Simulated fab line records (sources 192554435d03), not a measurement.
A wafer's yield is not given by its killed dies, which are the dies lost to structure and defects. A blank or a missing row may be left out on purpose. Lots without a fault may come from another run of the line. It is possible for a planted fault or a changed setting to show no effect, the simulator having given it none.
fab line records | flow n5-finfet | part 2 of 2: steps 15 to 24 of 24
record: lots: 5 | wafers: 15 | last-day: 15
route steps=1938 shown MOL_CONTACT_COAG@526
lots that met no fault: from a run of the same line without faults
start-h: hours from the record's first day to the start of the lot's first wafer shown | wait-h: hours elapsed since this lot's preceding step | " same as the row above | L1.1+2: several wafers, shown together as one row | - either no value or no given start | * or withheld: withheld | < > ~ a bound
route shown NAME@n: a module of which the file shows steps, and the number in the route of the first | usual: mean and standard deviation over wafers with no fault | same: alike in all rows | chamber/n: place in a boat | sites: each site's reading | _std_site: their standard deviation | _edge_site: mean of outer sites minus mean of inner sites | radius-mm: for every site, how far away it sits from the centre of the wafer | mask NAME#n: copy n | behind: the last tool/chamber to shape the wafer | hold: what put the lot on hold/how long, in hours/how the hold closed | device: whichever transistor did not switch (one of n, p or np) | end of line: at the end of the route, the tests of the same wafers | where a step has no rows: the recipe by itself | killed: dies lost to structure and defects at the first sort, not the wafer's yield | map: the dies of a wafer, with x for killed, . for not killed, _ for no die there
set.NAME: the setting as run; set.NAME@STEP: as run at that earlier step | model.NAME: the simulator's own value behind a step, which no gauge read
lots at selected steps of the route; one table per step, one row per wafer
services: the hour from which a tool's chamber was out of use, counted from the record's first day as start-h (under 0 if before that day), plus the number of hours and why
== steps ==
step: N5_MOL_CONTACT_COAG_CD_MEAS_99
recipe: target-cd-nm: 17.2 | polarity: opening
usual: cd-nm: 17.1/0.35
lot.wafer | tool      | chamber | start-h | wait-h | cd-nm
L077.2    | cd-sem-02 | -       | 107.48  | -      | 17.1
L077.3    | "         | -       | "       | "      | 17.1
L077.5    | "         | -       | "       | "      | 17.0
L078.2    | cd-sem-02 | -       | 109.93  | -      | 17.2
L078.4    | "         | -       | "       | "      | 17.1
L078.5    | "         | -       | "       | "      | 17.1
L079.4    | cd-sem-02 | -       | 119.29  | -      | 17.8
L079.5    | "         | -       | "       | "      | 17.3
L079.6    | "         | -       | "       | "      | 17.0
L081.2    | cd-sem-01 | -       | 130.46  | -      | 17.0
L081.3    | "         | -       | "       | "      | 17.0
L081.4    | "         | -       | "       | "      | 17.1
L086.2    | cd-sem-03 | -       | 163.28  | -      | 17.1
L086.4    | "         | -       | "       | "      | 17.1
L086.6    | "         | -       | "       | "      | 18.1
step: N5_MOL_CONTACT_COAG_IMPLANT_129
recipe: species: Ge | energy-kev: 3 | dose-cm2: 6e+14 | tilt-deg: 0 | rotation-deg: 0
lot.wafer  | tool         | chamber | start-h | wait-h
L077.2+3+5 | implanter-01 | 0       | 107.54  | 0.1
L078.2+4+5 | implanter-01 | 0       | 109.99  | 0.1
L079.4+5+6 | implanter-02 | 0       | 119.41  | 0.1
L081.2+3+4 | implanter-02 | 0       | 130.52  | 0.1
L086.2+4+6 | implanter-02 | 0       | 163.34  | 0.1
step: N5_MOL_CONTACT_COAG_PRECLEAN_111
recipe: chemistry: NF3:NH3 | afs-cycles: 1 | temp-c: 30 | time-s: 20 | sublimation-temp-c: 180 | sublimation-time-s: 60 | pressure-torr: 3 | rf-power-w: 30
usual: pressure-torr: 2.999/0.0062
same: time-s: 20
lot.wafer | tool             | chamber | start-h | wait-h | pressure-torr
L077.2    | remote-plasma-01 | 0       | 107.76  | 0.2    | 2.998
L077.3    | "                | 0       | "       | "      | 2.997
L077.5    | "                | 0       | "       | "      | 2.997
L078.2    | remote-plasma-01 | 1       | 110.21  | 0.2    | 2.992
L078.4    | "                | 1       | "       | "      | 3.000
L078.5    | "                | 1       | "       | "      | 2.992
L079.4    | remote-plasma-02 | 0       | 119.91  | 0.5    | 3.004
L079.5    | "                | 0       | "       | "      | 2.997
L079.6    | "                | 0       | "       | "      | 2.998
L081.2    | remote-plasma-01 | 1       | 130.87  | 0.3    | 3.002
L081.3    | "                | 1       | "       | "      | 2.987
L081.4    | "                | 1       | "       | "      | 2.998
L086.2    | remote-plasma-01 | 0       | 163.59  | 0.2    | 3.007
L086.4    | "                | 0       | "       | "      | 2.998
L086.6    | "                | 0       | "       | "      | 3.001
step: N5_MOL_CONTACT_COAG_TI_SIL_19
recipe: material: Ti | target-thk-a: 42 | temp-c: 200 | chamber-pressure-pa: 5 | power-w: 5000 | time-s: 15
usual: throttle-valve-pct: 29.7/1.1
same: time-s: 15
lot.wafer | tool           | chamber | start-h | wait-h | throttle-valve-pct
L077.2    | pvd-sputter-01 | -       | 107.93  | 0.1    | 31.1
L077.3    | "              | -       | "       | "      | 29.6
L077.5    | "              | -       | "       | "      | 30.7
L078.2    | pvd-sputter-01 | -       | 110.43  | 0.2    | 31.5
L078.4    | "              | -       | "       | "      | 29.2
L078.5    | "              | -       | "       | "      | 29.6
L079.4    | pvd-sputter-03 | -       | 120.21  | 0.3    | 30.6
L079.5    | "              | -       | "       | "      | 30.9
L079.6    | "              | -       | "       | "      | 28.6
L081.2    | pvd-sputter-03 | -       | 132.01  | 1.1    | 29.9
L081.3    | "              | -       | "       | "      | 28.4
L081.4    | "              | -       | "       | "      | 30.0
L086.2    | pvd-sputter-01 | -       | 163.82  | 0.2    | 31.3
L086.4    | "              | -       | "       | "      | 30.9
L086.6    | "              | -       | "       | "      | 27.7
step: N5_MOL_CONTACT_COAG_ALD_20
recipe: material: TiN | target-thk-a: 15 | temp-c: 400 | ald-precursor-family: TiCl4 | ald-co-reactant: NH3 | pulse-time-s: 1 | purge-time-s: 3 | co-reactant-purge-time-s: 2 | co-reactant-pulse-time-s: 2 | ald-cycles: 68 | pressure-torr: 3
usual: heater-power-w: 902/84 | precursor-pulse-height-rel: 0.998/0.022
lot.wafer | tool         | chamber | start-h | wait-h | heater-power-w | precursor-pulse-height-rel
L077.2    | ald-metal-01 | 0       | 108.05  | 0.1    | 1044           | 1.004
L077.3    | "            | 3       | "       | "      | 819            | 0.956
L077.5    | "            | 2       | "       | "      | 841            | 1.015
L078.2    | ald-metal-02 | 3       | 110.55  | 0.1    | 758            | 0.971
L078.4    | "            | 1       | "       | "      | 911            | 0.972
L078.5    | "            | 2       | "       | "      | 865            | 1.001
L079.4    | ald-metal-01 | 3       | 120.34  | 0.1    | 830            | 1.002
L079.5    | "            | 1       | "       | "      | 955            | 1.024
L079.6    | "            | 0       | "       | "      | 1084           | 1.009
L081.2    | ald-metal-01 | 0       | 132.13  | 0.1    | 1050           | 1.003
L081.3    | "            | 1       | "       | "      | 941            | 0.987
L081.4    | "            | 0       | "       | "      | 1065           | 1.030
L086.2    | ald-metal-01 | 1       | 163.94  | 0.1    | 933            | 1.020
L086.4    | "            | 2       | "       | "      | 870            | 0.950
L086.6    | "            | 1       | "       | "      | 948            | 1.029
step: N5_MOL_CONTACT_COAG_SIL_ANNEAL_21
recipe: temp-c: 550 | time-s: 60 | ambient: N2
usual: lamp-power-pct: 6.1/0.65 | lamp_zone_1_pct: 6.1/0.65 | lamp_zone_5_pct: 6.1/0.65 | wafer_temp_C_max: 552.9/1.2
same: time-s: 60
lot.wafer | tool          | chamber | start-h | wait-h | lamp-power-pct | lamp_zone_1_pct | lamp_zone_5_pct | wafer_temp_C_max
L077.2    | rtp-anneal-01 | 0       | 108.46  | 0.2    | 6.8            | 6.8             | 6.8             | 551.9
L077.3    | "             | 0       | "       | "      | 6.8            | 6.8             | 6.8             | 551.9
L077.5    | "             | 0       | "       | "      | 6.8            | 6.8             | 6.8             | 551.8
L078.2    | rtp-anneal-02 | 0       | 110.96  | 0.2    | 5.5            | 5.5             | 5.5             | 554.2
L078.4    | "             | 0       | "       | "      | 5.5            | 5.5             | 5.5             | 553.9
L078.5    | "             | 0       | "       | "      | 5.5            | 5.5             | 5.5             | 553.0
L079.4    | rtp-anneal-02 | 0       | 120.80  | 0.3    | 5.5            | 5.5             | 5.5             | 554.8
L079.5    | "             | 0       | "       | "      | 5.5            | 5.5             | 5.5             | 553.4
L079.6    | "             | 0       | "       | "      | 5.5            | 5.5             | 5.5             | 553.8
L081.2    | rtp-anneal-02 | 0       | 132.54  | 0.2    | 5.5            | 5.5             | 5.5             | 553.4
L081.3    | "             | 0       | "       | "      | 5.5            | 5.5             | 5.5             | 553.7
L081.4    | "             | 0       | "       | "      | 5.5            | 5.5             | 5.5             | 553.7
L086.2    | rtp-anneal-01 | 0       | 164.34  | 0.2    | 6.8            | 6.8             | 6.8             | 550.9
L086.4    | "             | 0       | "       | "      | 6.8            | 6.8             | 6.8             | 552.5
L086.6    | "             | 0       | "       | "      | 6.8            | 6.8             | 6.8             | 552.1
step: N5_MOL_CONTACT_COAG_PRE_CLEAN_141
recipe: gas: H2/He | time-s: 60 | temp-c: 300
usual: heater-power-w: 513/40
same: time-s: 60
lot.wafer | tool           | chamber | start-h | wait-h | heater-power-w
L077.2    | pvd-sputter-01 | -       | 110.27  | 1.8    | 560
L077.3    | "              | -       | "       | "      | 481
L077.5    | "              | -       | "       | "      | 483
L078.2    | pvd-sputter-01 | -       | 111.46  | 0.5    | 555
L078.4    | "              | -       | "       | "      | 573
L078.5    | "              | -       | "       | "      | 561
L079.4    | pvd-sputter-01 | -       | 121.13  | 0.3    | 515
L079.5    | "              | -       | "       | "      | 555
L079.6    | "              | -       | "       | "      | 562
L081.2    | pvd-sputter-02 | -       | 133.78  | 1.2    | 468
L081.3    | "              | -       | "       | "      | 492
L081.4    | "              | -       | "       | "      | 457
L086.2    | pvd-sputter-01 | -       | 164.78  | 0.4    | 562
L086.4    | "              | -       | "       | "      | 488
L086.6    | "              | -       | "       | "      | 560
step: N5_MOL_CONTACT_COAG_SPUTTER_143
recipe: material: Co | target-thk-a: 25 | temp-c: 25 | chamber-pressure-pa: 0.2
usual: throttle-valve-pct: 29.8/1.1
lot.wafer | tool           | chamber | start-h | wait-h | throttle-valve-pct
L077.2    | pvd-sputter-01 | -       | 110.33  | 0.0    | 30.9
L077.3    | "              | -       | "       | "      | 31.3
L077.5    | "              | -       | "       | "      | 31.2
L078.2    | pvd-sputter-01 | -       | 111.52  | 0.0    | 30.8
L078.4    | "              | -       | "       | "      | 29.3
L078.5    | "              | -       | "       | "      | 29.1
L079.4    | pvd-sputter-01 | -       | 121.19  | 0.0    | 27.8
L079.5    | "              | -       | "       | "      | 30.8
L079.6    | "              | -       | "       | "      | 29.3
L081.2    | pvd-sputter-02 | -       | 133.84  | 0.0    | 29.1
L081.3    | "              | -       | "       | "      | 30.3
L081.4    | "              | -       | "       | "      | 29.7
L086.2    | pvd-sputter-01 | -       | 164.84  | 0.0    | 30.7
L086.4    | "              | -       | "       | "      | 31.1
L086.6    | "              | -       | "       | "      | 31.0
step: N5_MOL_CONTACT_COAG_CO_FILL_22
recipe: material: Co | target-thk-a: 200 | temp-c: 200 | precursor: CCTBA/H2 | pressure-torr: 30
usual: heater-power-w: 229/15
lot.wafer | tool      | chamber | start-h | wait-h | heater-power-w
L077.2    | cvd-co-02 | 1       | 110.45  | 0.1    | 256
L077.3    | "         | 0       | "       | "      | 232
L077.5    | "         | 1       | "       | "      | 256
L078.2    | cvd-co-01 | 2       | 111.64  | 0.1    | 224
L078.4    | "         | 2       | "       | "      | 222
L078.5    | "         | 0       | "       | "      | 213
L079.4    | cvd-co-02 | 0       | 121.60  | 0.4    | 233
L079.5    | "         | 2       | "       | "      | 223
L079.6    | "         | 0       | "       | "      | 235
L081.2    | cvd-co-01 | 0       | 133.96  | 0.1    | 215
L081.3    | "         | 0       | "       | "      | 212
L081.4    | "         | 2       | "       | "      | 220
L086.2    | cvd-co-02 | 1       | 164.96  | 0.1    | 256
L086.4    | "         | 1       | "       | "      | 257
L086.6    | "         | 2       | "       | "      | 218
step: N5_MOL_CONTACT_COAG_ANNEAL_113
recipe: temp-c: 400 | time-s: 300 | ambient: H2/N2
usual: lamp-power-pct: 2.63/0.28 | lamp_zone_1_pct: 2.63/0.28 | lamp_zone_5_pct: 2.63/0.28 | wafer_temp_C_max: 402.2/0.89
same: time-s: 300
lot.wafer | tool          | chamber | start-h | wait-h | lamp-power-pct | lamp_zone_1_pct | lamp_zone_5_pct | wafer_temp_C_max
L077.2    | rtp-anneal-01 | 0       | 111.23  | 0.5    | 2.93           | 2.93            | 2.93            | 401.2
L077.3    | "             | 0       | "       | "      | 2.93           | 2.93            | 2.93            | 401.4
L077.5    | "             | 0       | "       | "      | 2.93           | 2.93            | 2.92            | 401.3
L078.2    | rtp-anneal-01 | 0       | 112.40  | 0.5    | 2.93           | 2.93            | 2.93            | 401.1
L078.4    | "             | 0       | "       | "      | 2.93           | 2.93            | 2.93            | 401.5
L078.5    | "             | 0       | "       | "      | 2.93           | 2.93            | 2.93            | 401.2
L079.4    | rtp-anneal-02 | 0       | 122.88  | 1.0    | 2.37           | 2.38            | 2.37            | 402.5
L079.5    | "             | 0       | "       | "      | 2.37           | 2.37            | 2.37            | 401.8
L079.6    | "             | 0       | "       | "      | 2.37           | 2.38            | 2.37            | 402.1
L081.2    | rtp-anneal-02 | 0       | 135.01  | 0.8    | 2.37           | 2.37            | 2.37            | 403.0
L081.3    | "             | 0       | "       | "      | 2.38           | 2.38            | 2.37            | 402.9
L081.4    | "             | 0       | "       | "      | 2.38           | 2.37            | 2.37            | 402.0
L086.2    | rtp-anneal-01 | 0       | 165.82  | 0.6    | 2.94           | 2.93            | 2.93            | 401.5
L086.4    | "             | 0       | "       | "      | 2.93           | 2.93            | 2.93            | 401.4
L086.6    | "             | 0       | "       | "      | 2.93           | 2.93            | 2.93            | 401.3
== services ==
tool             | chamber | start-h | hours | kind
pvd-sputter-02   | -       | 88.04   | 2.6   | repair
pvd-sputter-03   | -       | 88.86   | 1.8   | repair
implanter-01     | -       | 99.06   | 3.8   | pm
pvd-sputter-02   | -       | 108.32  | 7.1   | repair
cvd-co-01        | 1       | 114.67  | -     | clean
cvd-co-01        | 1       | 114.67  | 22.0  | scheduled-down
cvd-co-01        | 1       | 114.67  | 22.0  | vent-cycle
implanter-02     | -       | 116.55  | 1.6   | repair
cvd-co-02        | 1       | 117.38  | 10.5  | repair
cvd-co-01        | -       | 117.88  | 1.2   | repair
remote-plasma-01 | -       | 118.00  | 2.1   | repair
ald-metal-01     | 3       | 128.98  | 23.7  | repair
rie-diel-05      | 2       | 133.03  | 8.9   | repair
pvd-sputter-02   | -       | 134.32  | 7.9   | repair
rie-diel-04      | -       | 137.93  | 0.3   | repair
cvd-co-01        | -       | 138.24  | 1.0   | repair
rie-diel-06      | 2       | 146.63  | -     | clean
rie-diel-06      | 2       | 146.63  | 18.4  | scheduled-down
rie-diel-06      | 2       | 146.63  | 18.4  | vent-cycle
ald-metal-02     | 3       | 147.77  | 19.4  | repair
pvd-sputter-02   | -       | 157.03  | 4.8   | repair
implanter-01     | -       | 162.89  | 8.2   | pm
